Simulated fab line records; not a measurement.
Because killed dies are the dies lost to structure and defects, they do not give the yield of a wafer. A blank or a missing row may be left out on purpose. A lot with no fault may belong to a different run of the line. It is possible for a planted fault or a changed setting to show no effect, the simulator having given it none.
8D (eight disciplines) problem report, filled in by code    flow n5Finfet    the parts of the form that need people (team, actions taken, sign-off) are left out

## 1. WHAT IS WRONG
Wafers without a fault read 42.46, standard deviation 0.048; exposureDoseMJCm2 at N5_BEOL_M7_EXPOSE_25 reads a mean of 41.81 on 9 wafers belonging to 3 lots. That is -14 standard deviations from the usual mean.
The step: exposes mask V6, target cd 40 nm.
First seen on wafer L883.2, day 13 18:52, on euvScanner-01. Wafers with a number at this step in the record: 33, from 11 lots. Rule for "out", or "out of limits": more than 4 standard deviations from the usual mean. Any other wafer with a number is counted as sound.

## 2. WHAT IT IS, WHAT IT ISN'T
question                     is                      is not
which readings at this step  exposureDoseMJCm2       -
which lots                   L883, L886, L887        L865, L867, L868, L871, L873, L875, L880, L882
which wafers of those lots   all that have a number  -
read on which tools          euvScanner-01           euvScanner-02
when                         from day 13 18:52       up to then (24 sound wafers)

## 3. SUSPECTS, AND WHAT RULES EACH OUT
Counting: any tool at a process step up to the reading is kept as a suspect provided that every lot that is out went through it and no sound lot did after the first of them.
- euvScanner-01 at N5_BEOL_M7_EXPOSE_25 (exposes mask V6, target cd 40 nm): kept. It ran every lot that is out, first L883 (day 13 18:52), and no sound lot after that; its last sound lot up to then is L882 (day 13 14:28). Its own readings are out on those wafers: exposureDoseMJCm2.
Remaining after the count: euvScanner-01 at N5_BEOL_M7_EXPOSE_25.

## 4. THE CAUSE (what the simulator had put in)
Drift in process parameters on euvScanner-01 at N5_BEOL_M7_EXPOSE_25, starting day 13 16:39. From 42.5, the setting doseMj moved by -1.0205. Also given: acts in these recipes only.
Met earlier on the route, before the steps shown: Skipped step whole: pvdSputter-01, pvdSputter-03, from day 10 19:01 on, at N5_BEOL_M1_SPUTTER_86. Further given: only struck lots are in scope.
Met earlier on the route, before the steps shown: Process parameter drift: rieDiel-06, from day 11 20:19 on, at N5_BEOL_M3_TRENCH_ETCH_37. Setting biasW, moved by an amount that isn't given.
This tool alone remained once counting was done.

## 5. THE CHAIN OF EFFECTS, in route order
One row per reading whose mean, taken over the struck wafers that have a number, lies over 3 standard deviations from the usual. Only readings whose record carries a usual standard deviation are examined. hours: median over the lots of the time between each lot's start at the first step of this table that gives one and its start at this step. sigmas: the change, counted in usual standard deviations.
hours  step                  reading            usual  on struck wafers  change  sigmas
0      N5_BEOL_M7_EXPOSE_25  exposureDoseMJCm2  42.46  41.81             -0.65   -14
It contains these process steps:
- N5_BEOL_M7_EXPOSE_25: exposes mask V6, target cd 40 nm.

## 6. HOW IT WOULD HAVE BEEN CAUGHT EARLIER
In this record the first reading out of limits was taken at day 13 18:52, 2 hours after the fault began at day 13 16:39.
